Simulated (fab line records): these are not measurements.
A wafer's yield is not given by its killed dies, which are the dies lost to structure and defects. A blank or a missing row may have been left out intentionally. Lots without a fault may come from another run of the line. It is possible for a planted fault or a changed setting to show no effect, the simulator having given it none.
What tool caused it? -- flow n5 finfet -- 22 lots with 66 wafers sampled at 6 steps, on a route of 1938 steps

## WHAT THE GAUGES READ, wafer by wafer
N5_BEOL_M11_CD_MEAS_11 targets a cd of 64.1 nm. Usual: cd nm at 64.1 nm, with a standard deviation of 0.51.
lot,measured,on,cd nm (nm),flag
L074,day 9 17:47,cd sem-02,64.7 64.8 65.0,
L075,day 10 10:10,cd sem-03,64.3 64.0 64.5,
L077,day 10 15:20,cd sem-02,64.0 63.9 64.4,
L076,day 10 17:37,cd sem-01,63.8 64.1 64.6,
L078,day 11 02:15,cd sem-02,63.9 64.3 63.6,
L080,day 11 11:18,cd sem-02,63.6 63.5 64.2,
L079,day 11 11:55,cd sem-01,63.3 64.4 63.7,
L081,day 11 15:12,cd sem-03,63.6 64.0 63.4,
L082,day 12 07:43,cd sem-02,64.2 63.3 64.0,
L083,day 12 09:32,cd sem-02,64.6 63.9 64.4,
L085,day 12 19:37,cd sem-03,63.7 63.8 64.1,
L086,day 13 17:19,cd sem-02,64.4 64.6 65.6,
L087,day 13 17:31,cd sem-03,64.9 64.8 65.8,
L088,day 13 23:13,cd sem-03,63.2 63.8 63.9,
L089,day 14 01:17,cd sem-03,63.4 64.2 63.5,
L090,day 14 05:43,cd sem-01,64.0 63.0 64.5,
L092,day 14 20:23,cd sem-03,63.4 62.6 64.4,
L094,day 14 20:28,cd sem-03,64.2 62.9 64.0,
L093,day 15 01:18,cd sem-03,64.5 64.4 64.2,
L095,day 15 21:38,cd sem-02,63.2 63.9 63.5,
L096,day 16 07:31,cd sem-03,63.6 63.6 63.4,
L097,day 16 11:31,cd sem-02,64.3 64.1 64.3,

N5_BEOL_M11_CD_MEAS_35 targets a cd of 70 nm. Usual: cd nm at 70.0 nm, with a standard deviation of 0.61.
lot,measured,on,cd nm (nm),flag
L074,day 9 19:30,cd sem-02,70.5 70.7 70.9,
L075,day 10 12:08,cd sem-02,70.0 70.0 70.0,
L077,day 10 17:10,cd sem-03,69.8 69.6 70.4,
L076,day 10 20:40,cd sem-01,70.3 70.9 71.1,
L078,day 11 04:24,cd sem-03,70.7 70.3 69.8,
L080,day 11 15:47,cd sem-03,69.2 69.7 69.9,
L079,day 11 15:49,cd sem-02,69.2 69.9 69.9,
L081,day 11 18:35,cd sem-02,69.6 69.6 69.7,
L082,day 12 09:29,cd sem-03,70.3 69.6 70.8,
L083,day 12 11:36,cd sem-01,70.5 69.8 70.3,
L085,day 12 21:37,cd sem-03,69.2 70.5 69.9,
L086,day 13 19:08,cd sem-02,70.8 70.0 72.1,
L087,day 13 19:25,cd sem-01,70.6 71.2 71.8,
L088,day 14 01:27,cd sem-01,69.2 70.0 69.7,
L089,day 14 03:05,cd sem-03,68.7 69.4 69.4,
L090,day 14 08:13,cd sem-02,69.3 69.1 70.4,
L092,day 15 01:05,cd sem-03,69.0 68.6 69.8,
L094,day 15 00:47,cd sem-03,70.1 68.3 69.1,
L093,day 15 03:43,cd sem-03,69.6 69.8 69.7,
L095,day 16 00:19,cd sem-01,68.9 69.5 69.3,
L096,day 16 10:29,cd sem-02,69.2 68.8 69.4,
L097,day 16 14:38,cd sem-02,69.7 70.0 70.1,

## EACH LOT AND THE TOOL THAT RAN IT (in order: tool; ch and the chambers of the sampled wafers; start)
lot,N5_BEOL_M10_VIA_ETCH_34,N5_BEOL_M10_STRIP_36,N5_BEOL_M10_CURE_72,N5_BEOL_M11_VIA_ETCH_34
L074,"rie diel-02 ch 0,1,2, day 9 11:42","rie diel-02 ch 0,1,2, day 9 11:46","uv cure-03 ch 2, day 9 12:20","rie diel-03 ch 1,2,3, day 9 19:05"
L075,"rie diel-06 ch 0,2,3, day 10 05:17","rie diel-06 ch 0,2,3, day 10 05:20","uv cure-02 ch 1, day 10 05:52","rie diel-04 ch 0,2,3, day 10 11:42"
L077,"rie diel-01 ch 2,3, day 10 08:49","rie diel-01 ch 2,3, day 10 08:52","uv cure-03 ch 0, day 10 09:23","rie diel-05 ch 0,3, day 10 16:44"
L076,"rie diel-06 ch 0,2,3, day 10 11:33","rie diel-06 ch 0,2,3, day 10 11:37","uv cure-02 ch 0, day 10 12:02","rie diel-03 ch 0,1,3, day 10 20:12"
L078,"rie diel-02 ch 1,2,3, day 10 21:55","rie diel-02 ch 1,2,3, day 10 21:59","uv cure-02 ch 0, day 10 22:23","rie diel-05 ch 0,1,3, day 11 03:58"
L080,"rie diel-02 ch 2,3, day 11 06:05","rie diel-02 ch 2,3, day 11 06:08","uv cure-02 ch 0, day 11 06:34","rie diel-04 ch 1,2, day 11 15:21"
L079,"rie diel-02 ch 1,2, day 11 07:15","rie diel-02 ch 1,2, day 11 07:19","uv cure-03 ch 2, day 11 07:47","rie diel-03 ch 0,2,3, day 11 15:23"
L081,"rie diel-01 ch 1,3, day 11 10:04","rie diel-01 ch 1,3, day 11 10:08","uv cure-03 ch 2, day 11 10:58","rie diel-04 ch 1,2,3, day 11 18:08"
L082,"rie diel-06 ch 0,1,2, day 12 01:47","rie diel-06 ch 0,1,2, day 12 01:51","uv cure-01 ch 0, day 12 02:16","rie diel-03 ch 1,3, day 12 09:03"
L083,"rie diel-06 ch 0,1,3, day 12 04:23","rie diel-06 ch 0,1,3, day 12 04:27","uv cure-01 ch 0, day 12 04:52","rie diel-04 ch 2,3, day 12 11:10"
L085,"rie diel-06 ch 0,1, day 12 12:26","rie diel-06 ch 0,1, day 12 12:29","uv cure-03 ch 2, day 12 12:58","rie diel-05 ch 0,1,3, day 12 21:11"
L086,"rie diel-06 ch 0,2,3, day 13 11:57","rie diel-06 ch 0,2,3, day 13 12:01","uv cure-01 ch 2, day 13 12:26","rie diel-04 ch 0,1,3, day 13 18:42"
L087,"rie diel-02 ch 0,1, day 13 12:25","rie diel-02 ch 0,1, day 13 12:29","uv cure-01 ch 0, day 13 13:08","rie diel-03 ch 0,1,3, day 13 18:58"
L088,"rie diel-06 ch 0,1,3, day 13 18:53","rie diel-06 ch 0,1,3, day 13 18:56","uv cure-03 ch 2, day 13 19:35","rie diel-05 ch 2,3, day 14 01:01"
L089,"rie diel-01 ch 0,1,2, day 13 19:05","rie diel-01 ch 0,1,2, day 13 19:10","uv cure-03 ch 0, day 13 19:56","rie diel-03 ch 0,1,3, day 14 02:38"
L090,"rie diel-02 ch 0,3, day 14 00:53","rie diel-02 ch 0,3, day 14 00:56","uv cure-01 ch 1, day 14 01:27","rie diel-04 ch 1,3, day 14 07:47"
L092,"rie diel-01 ch 0,2,3, day 14 11:32","rie diel-01 ch 0,2,3, day 14 11:35","uv cure-02 ch 1, day 14 12:01","rie diel-03 ch 0,2,3, day 15 00:38"
L094,"rie diel-02 ch 0,3, day 14 11:53","rie diel-02 ch 0,3, day 14 11:57","uv cure-01 ch 1, day 14 12:35","rie diel-04 ch 0,2, day 15 00:21"
L093,"rie diel-02 ch 0,1, day 14 19:46","rie diel-02 ch 0,1, day 14 19:52","uv cure-01 ch 1, day 14 20:26","rie diel-05 ch 1,3, day 15 03:16"
L095,"rie diel-02 ch 2,3, day 15 17:01","rie diel-02 ch 2,3, day 15 17:05","uv cure-01 ch 2, day 15 17:29","rie diel-05 ch 0,1, day 15 23:52"
L096,"rie diel-02 ch 2,3, day 15 23:50","rie diel-02 ch 2,3, day 15 23:55","uv cure-02 ch 0, day 16 00:20","rie diel-05 ch 1,2, day 16 10:03"
L097,"rie diel-02 ch 1,2,3, day 16 06:12","rie diel-02 ch 1,2,3, day 16 06:16","uv cure-01 ch 2, day 16 06:40","rie diel-04 ch 2,3, day 16 14:12"
- N5_BEOL_M10_VIA_ETCH_34: etches SiCOH lowk in C4F6/O2, target depth 184.5 nm, time 69.2 s.
- N5_BEOL_M10_STRIP_36: strips in N2/H2.
- N5_BEOL_M10_CURE_72: cures SiCOH lowk, time 120 s.
- N5_BEOL_M11_VIA_ETCH_34: etches SiCOH lowk in C4F6/O2, target depth 184.5 nm, time 69.2 s.

## WHAT THE TOOLS THEMSELVES READ (means of the sampled wafers that have a number; where no wafer has one, the mark that the record gives instead)
N5_BEOL_M10_VIA_ETCH_34. Usual: O2_flow_sccm 10.004 sccm, standard deviation 0.03; drypump motor current A 5.6 A, standard deviation 0.52; oes_o_777_au 0.82 a.u., standard deviation 0.05; oes product au 0.81 a.u., standard deviation 0.053; rf vpp V 664 V, standard deviation 7.1; showerhead plenum p Torr 2.87 Torr, standard deviation 0.11; throttle valve pct 20.83 %, standard deviation 0.14.
lot,tool,O2_flow_sccm (sccm),drypump motor current A (A),oes_o_777_au (a.u.),oes product au (a.u.),rf vpp V (V),showerhead plenum p Torr (Torr),throttle valve pct (%),flag
L074,rie diel-02,10.005,5.7,0.84,0.82,657,2.91,20.65,
L075,rie diel-06,10.000,5.3,0.86,0.86,674,3.00,20.90,
L077,rie diel-01,10.022,5.9,0.86,0.86,664,2.77,20.81,
L076,rie diel-06,9.997,5.3,0.85,0.85,674,3.00,20.89,
L078,rie diel-02,10.002,5.4,0.82,0.80,659,2.86,20.75,
L080,rie diel-02,10.026,5.0,0.80,0.79,660,2.82,20.89,
L079,rie diel-02,10.053,5.7,0.83,0.79,657,2.94,20.70,
L081,rie diel-01,10.017,5.6,0.78,0.76,666,2.77,20.94,
L082,rie diel-06,10.001,5.8,0.83,0.82,669,2.91,20.95,
L083,rie diel-06,10.018,5.7,0.82,0.81,673,2.90,20.88,
L085,rie diel-06,9.991,6.2,0.79,0.79,667,2.81,20.91,
L086,rie diel-06,9.979,5.3,0.83,0.84,674,2.99,20.93,
L087,rie diel-02,10.021,5.7,0.81,0.79,660,2.86,20.64,
L088,rie diel-06,10.009,5.7,0.80,0.80,673,2.89,20.89,
L089,rie diel-01,9.994,5.9,0.91,0.91,662,2.87,20.77,
L090,rie diel-02,10.003,5.4,0.78,0.78,659,2.83,20.82,
L092,rie diel-01,9.981,6.1,0.84,0.85,663,2.85,20.83,
L094,rie diel-02,9.950,5.1,0.76,0.77,661,2.77,20.92,
L093,rie diel-02,9.980,5.7,0.79,0.77,659,2.85,20.66,
L095,rie diel-02,9.984,5.1,0.77,0.76,660,2.80,20.93,
L096,rie diel-02,9.994,5.1,0.77,0.76,659,2.80,20.94,
L097,rie diel-02,10.000,5.4,0.79,0.76,658,2.84,20.82,

N5_BEOL_M10_STRIP_36. Usual: drypump motor current A 5.6 A (standard deviation 0.52); n2 flow sccm 199.9 sccm (standard deviation 0.63); oes product au 0.81 a.u. (standard deviation 0.054); power w 449.8 W (standard deviation 1.4); rf vpp V 59.2 V (standard deviation 1.9); showerhead plenum p Torr 2.57 Torr (standard deviation 0.099); throttle valve pct 23.52 % (standard deviation 0.19).
lot,tool,drypump motor current A (A),n2 flow sccm (sccm),oes product au (a.u.),power w (W),rf vpp V (V),showerhead plenum p Torr (Torr),throttle valve pct (%),flag
L074,rie diel-02,5.7,199.4,0.81,448.9,58.2,2.62,23.42,
L075,rie diel-06,5.3,200.2,0.85,449.5,58.9,2.68,23.53,
L077,rie diel-01,5.9,199.4,0.85,448.8,58.0,2.47,23.38,
L076,rie diel-06,5.3,199.9,0.85,449.1,59.6,2.68,23.55,
L078,rie diel-02,5.4,200.0,0.80,449.0,59.2,2.56,23.45,
L080,rie diel-02,5.1,199.9,0.80,450.7,59.7,2.52,23.51,
L079,rie diel-02,5.7,200.3,0.78,451.2,58.9,2.64,23.53,
L081,rie diel-01,5.5,200.1,0.77,450.6,60.6,2.48,23.58,
L082,rie diel-06,5.8,200.1,0.83,449.1,57.9,2.61,23.73,
L083,rie diel-06,5.7,199.9,0.81,449.5,58.7,2.60,23.60,
L085,rie diel-06,6.2,199.7,0.79,450.3,59.2,2.53,23.80,
L086,rie diel-06,5.3,199.9,0.83,449.4,60.5,2.67,23.57,
L087,rie diel-02,5.7,200.2,0.79,450.2,59.8,2.57,23.31,
L088,rie diel-06,5.7,199.7,0.80,450.8,60.4,2.59,23.65,
L089,rie diel-01,5.9,200.0,0.93,448.4,58.3,2.56,23.49,
L090,rie diel-02,5.5,199.6,0.78,449.4,59.2,2.53,23.46,
L092,rie diel-01,6.1,199.7,0.85,449.9,59.7,2.54,23.44,
L094,rie diel-02,5.1,200.0,0.77,449.7,58.9,2.48,23.49,
L093,rie diel-02,5.7,199.4,0.78,451.4,58.8,2.56,23.34,
L095,rie diel-02,5.0,200.4,0.77,450.0,59.3,2.51,23.57,
L096,rie diel-02,5.1,199.6,0.76,449.4,60.2,2.51,23.57,
L097,rie diel-02,5.4,199.8,0.75,449.9,58.9,2.55,23.48,

N5_BEOL_M10_CURE_72. Usual: lamp power pct 52.32 %, standard deviation 0.054; wafer_temp_C_max 371.6, standard deviation 0.64.
lot,tool,lamp power pct (%),wafer_temp_C_max,flag
L074,uv cure-03,52.30,372.1,
L075,uv cure-02,52.30,371.0,
L077,uv cure-03,52.35,371.5,
L076,uv cure-02,52.27,371.0,
L078,uv cure-02,52.28,371.0,
L080,uv cure-02,52.30,370.8,
L079,uv cure-03,52.32,372.6,
L081,uv cure-03,52.27,372.5,
L082,uv cure-01,52.32,371.3,
L083,uv cure-01,52.32,371.2,
L085,uv cure-03,52.37,372.3,
L086,uv cure-01,52.37,372.3,
L087,uv cure-01,52.33,371.5,
L088,uv cure-03,52.28,372.4,
L089,uv cure-03,52.29,371.1,
L090,uv cure-01,52.28,371.3,
L092,uv cure-02,52.33,371.3,
L094,uv cure-01,52.38,371.1,
L093,uv cure-01,52.36,370.9,
L095,uv cure-01,52.30,372.3,
L096,uv cure-02,52.27,371.2,
L097,uv cure-01,52.32,372.1,

N5_BEOL_M11_VIA_ETCH_34. Usual: O2_flow_sccm 9.999 sccm, standard deviation 0.029; drypump motor current A 5.6 A, standard deviation 0.51; oes_o_777_au 0.84 a.u., standard deviation 0.099; oes product au 0.83 a.u., standard deviation 0.1; rf vpp V 656 V, standard deviation 12; showerhead plenum p Torr 2.84 Torr, standard deviation 0.1; throttle valve pct 20.71 %, standard deviation 0.27.
lot,tool,O2_flow_sccm (sccm),drypump motor current A (A),oes_o_777_au (a.u.),oes product au (a.u.),rf vpp V (V),showerhead plenum p Torr (Torr),throttle valve pct (%),flag
L074,rie diel-03,9.986,5.6,0.86,0.85,664,2.91,20.88,
L075,rie diel-04,9.978,5.8,0.73,0.73,653,2.73,20.89,
L077,rie diel-05,9.989,5.3,0.89,0.88,657,2.85,20.32,
L076,rie diel-03,10.009,5.3,0.93,0.92,656,2.86,20.87,
L078,rie diel-05,10.000,5.4,0.92,0.93,659,2.90,20.37,
L080,rie diel-04,10.009,5.9,0.72,0.69,642,2.77,21.05,
L079,rie diel-03,10.014,5.9,0.89,0.86,656,2.84,20.80,
L081,rie diel-04,9.980,5.8,0.73,0.71,643,2.74,20.96,
L082,rie diel-03,10.019,5.2,0.89,0.88,658,2.85,20.96,
L083,rie diel-04,10.029,6.2,0.75,0.72,644,2.74,20.94,
L085,rie diel-05,9.989,5.4,0.88,0.90,659,2.90,20.39,
L086,rie diel-04,9.999,5.4,0.71,0.70,653,2.70,20.88,
L087,rie diel-03,10.012,5.3,0.89,0.88,657,2.85,20.91,
L088,rie diel-05,10.003,5.2,0.92,0.92,651,2.82,20.26,
L089,rie diel-03,9.986,5.3,0.89,0.87,656,2.85,20.91,
L090,rie diel-04,10.016,5.3,0.71,0.69,642,2.71,20.94,
L092,rie diel-03,9.977,5.9,0.86,0.83,656,2.83,20.81,
L094,rie diel-04,9.987,5.5,0.99,0.99,662,2.94,20.55,
L093,rie diel-05,10.005,5.3,0.88,0.89,653,2.86,20.37,
L095,rie diel-05,9.990,5.7,0.85,0.86,668,2.97,20.54,
L096,rie diel-05,9.979,5.8,0.88,0.89,668,2.98,20.50,
L097,rie diel-04,10.029,6.2,0.89,0.87,642,2.75,20.87,

## THE ANSWER, worked out from the rows above alone
Rule: a lot counts as off when the mean over its wafers that have a number is more than 3 standard deviations away from the usual mean. Also off: a lot with no number at a reading for which 4 or more lots have one. All remaining lots with rows at the step are treated as sound. After the gauges, taken in route order, come the tools' own readings; for these a lot's mean is taken, as printed above. The first step at which some lot is off is used, and at that step the reading that is off furthest; a lot without a number counts as furthest.
No lot is off at any reading shown: from this, nothing can be told.

## WHAT HAD BEEN PUT IN BY THE SIMULATOR
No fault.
